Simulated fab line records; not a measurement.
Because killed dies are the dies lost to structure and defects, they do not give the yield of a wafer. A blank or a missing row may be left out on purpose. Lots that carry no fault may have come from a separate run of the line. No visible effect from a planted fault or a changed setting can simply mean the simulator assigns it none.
Split-lot study :: flow n5 finfet :: route with 1938 steps; 7 lots, 21 wafers read

## SPLIT DETAILS
At N5_BEOL_M5_DESCUM_16 (chemistry O2, time 7 s), the setting time s was moved away from the recipe's 7 s on 6 of the 21 wafers read, by -22.4% to +18.7%. The other wafers ran this setting at the recipe's value.

Reading taken at the split's own step.

## THE READING
CAR-EUV_of_BEOL_M5_COAT_05.thk nm (the simulator's own value, which no gauge read), in nm, at N5_BEOL_M5_DESCUM_16 (chemistry O2, time 7 s). There is no usual value for it anywhere in the file. The 15 wafers here that ran the recipe average 26.1 nm, standard deviation 0.1 nm.

wafer: L075.3
tool, chamber at the split: rie diel-03, 2
time s as run, s: 7
against the recipe: recipe
CAR-EUV_of_BEOL_M5_COAT_05.thk nm, nm: 26
against lot-mates on the recipe: -

wafer: L075.4
tool, chamber at the split: rie diel-03, 1
time s as run, s: 7
against the recipe: recipe
CAR-EUV_of_BEOL_M5_COAT_05.thk nm, nm: 26.2
against lot-mates on the recipe: -

wafer: L075.5
tool, chamber at the split: rie diel-03, 2
time s as run, s: 8.095
against the recipe: +15.6%
CAR-EUV_of_BEOL_M5_COAT_05.thk nm, nm: 25.6
against lot-mates on the recipe: -0.5

wafer: L076.2
tool, chamber at the split: rie diel-05, 0,1
time s as run, s: 7
against the recipe: recipe
CAR-EUV_of_BEOL_M5_COAT_05.thk nm, nm: 26.2
against lot-mates on the recipe: -

wafer: L076.3
tool, chamber at the split: rie diel-05, 0,1
time s as run, s: 7
against the recipe: recipe
CAR-EUV_of_BEOL_M5_COAT_05.thk nm, nm: 26.2
against lot-mates on the recipe: -

wafer: L076.6
tool, chamber at the split: rie diel-05, 2
time s as run, s: 7
against the recipe: recipe
CAR-EUV_of_BEOL_M5_COAT_05.thk nm, nm: 26
against lot-mates on the recipe: -

wafer: L085.2
tool, chamber at the split: rie diel-03, 3
time s as run, s: 7
against the recipe: recipe
CAR-EUV_of_BEOL_M5_COAT_05.thk nm, nm: 26
against lot-mates on the recipe: -

wafer: L085.3
tool, chamber at the split: rie diel-03, 1
time s as run, s: 7
against the recipe: recipe
CAR-EUV_of_BEOL_M5_COAT_05.thk nm, nm: 26.2
against lot-mates on the recipe: -

wafer: L085.5
tool, chamber at the split: rie diel-03, 1
time s as run, s: 8.291
against the recipe: +18.4%
CAR-EUV_of_BEOL_M5_COAT_05.thk nm, nm: 25.6
against lot-mates on the recipe: -0.5

wafer: L086.3
tool, chamber at the split: rie diel-06, 3,0,3
time s as run, s: 7
against the recipe: recipe
CAR-EUV_of_BEOL_M5_COAT_05.thk nm, nm: 26
against lot-mates on the recipe: -

wafer: L086.4
tool, chamber at the split: rie diel-06, 3,0,3
time s as run, s: 7
against the recipe: recipe
CAR-EUV_of_BEOL_M5_COAT_05.thk nm, nm: 26
against lot-mates on the recipe: -

wafer: L086.6
tool, chamber at the split: rie diel-06, 3,0,3
time s as run, s: 7
against the recipe: recipe
CAR-EUV_of_BEOL_M5_COAT_05.thk nm, nm: 26
against lot-mates on the recipe: -

wafer: L087.1
tool, chamber at the split: rie diel-05, 1
time s as run, s: 7
against the recipe: recipe
CAR-EUV_of_BEOL_M5_COAT_05.thk nm, nm: 26
against lot-mates on the recipe: -

wafer: L087.2
tool, chamber at the split: rie diel-05, 0
time s as run, s: 8.31
against the recipe: +18.7%
CAR-EUV_of_BEOL_M5_COAT_05.thk nm, nm: 25.4
against lot-mates on the recipe: -0.6

wafer: L087.4
tool, chamber at the split: rie diel-05, 3
time s as run, s: 8.31
against the recipe: +18.7%
CAR-EUV_of_BEOL_M5_COAT_05.thk nm, nm: 25.2
against lot-mates on the recipe: -0.8

wafer: L090.2
tool, chamber at the split: rie diel-03, 0,3,2
time s as run, s: 7
against the recipe: recipe
CAR-EUV_of_BEOL_M5_COAT_05.thk nm, nm: 26.2
against lot-mates on the recipe: -

wafer: L090.4
tool, chamber at the split: rie diel-03, 0,3,2
time s as run, s: 7
against the recipe: recipe
CAR-EUV_of_BEOL_M5_COAT_05.thk nm, nm: 26.2
against lot-mates on the recipe: -

wafer: L090.5
tool, chamber at the split: rie diel-03, 0,3,2
time s as run, s: 7
against the recipe: recipe
CAR-EUV_of_BEOL_M5_COAT_05.thk nm, nm: 26.2
against lot-mates on the recipe: -

wafer: L096.1
tool, chamber at the split: rie diel-03, 0,2
time s as run, s: 5.435
against the recipe: -22.4%
CAR-EUV_of_BEOL_M5_COAT_05.thk nm, nm: 26.8
against lot-mates on the recipe: +0.6

wafer: L096.3
tool, chamber at the split: rie diel-03, 0,2
time s as run, s: 5.435
against the recipe: -22.4%
CAR-EUV_of_BEOL_M5_COAT_05.thk nm, nm: 26.8
against lot-mates on the recipe: +0.6

wafer: L096.2
tool, chamber at the split: rie diel-03, 1
time s as run, s: 7
against the recipe: recipe
CAR-EUV_of_BEOL_M5_COAT_05.thk nm, nm: 26.2
against lot-mates on the recipe: -
If several chambers appear in one row, that row covers several wafers at once and the file leaves open which wafer was in which chamber.

FIT RESULTS
A straight line over all 21 wafers: CAR-EUV_of_BEOL_M5_COAT_05.thk nm changes by -0.0342 nm for each +1% of time s; r = -0.96; the points scatter about the line by 0.11 nm.
The same after taking each lot's own level away (the mean of its wafers on the recipe; 21 wafers): -0.0305 nm for each +1%; r = -0.97; scatter 0.083 nm.
The reading moves by 0.68 nm for the largest change in time s, on that fit.
Measured against the standard deviation above, the lots' own levels, which go from 26.00 to 26.20 nm, span 2.0 times it.
In other words, the slope is changed by the lot-to-lot level; the two fits disagree.
Check: with one of the wafers moved furthest among these (-22.4%) left out of the fit, the line predicts +0.689 nm for it against its lot-mates. It came out at +0.6 nm against them.

## ADDITIONAL SPLITS CARRIED BY THESE WAFERS
Other splits were also applied to these wafers ahead of the reading. Each is held against what the fit with the lots' levels taken away leaves over:
other split on the same wafers: N5_BEOL_M1_DESCUM_33 time s
wafers away from the commonest value: 5
r with CAR-EUV_of_BEOL_M5_COAT_05.thk nm (lot level and that fit taken away): +0.07

other split on the same wafers: N5_BEOL_M1_TRENCH_ETCH_37 time s
wafers away from the commonest value: 7
r with CAR-EUV_of_BEOL_M5_COAT_05.thk nm (lot level and that fit taken away): +0.10

other split on the same wafers: N5_BEOL_M2_ETCH_70 bias w
wafers away from the commonest value: 5
r with CAR-EUV_of_BEOL_M5_COAT_05.thk nm (lot level and that fit taken away): +0.31

other split on the same wafers: N5_BEOL_M3_DESCUM_33 time s
wafers away from the commonest value: 7
r with CAR-EUV_of_BEOL_M5_COAT_05.thk nm (lot level and that fit taken away): +0.13

other split on the same wafers: N5_BEOL_M3_TRENCH_ETCH_37 source w
wafers away from the commonest value: 11
r with CAR-EUV_of_BEOL_M5_COAT_05.thk nm (lot level and that fit taken away): -0.04

## FILE'S OWN FIT
CAR-EUV_of_BEOL_M5_COAT_05.thk nm changes by -0.0304 nm for each +1% of time s, r = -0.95.
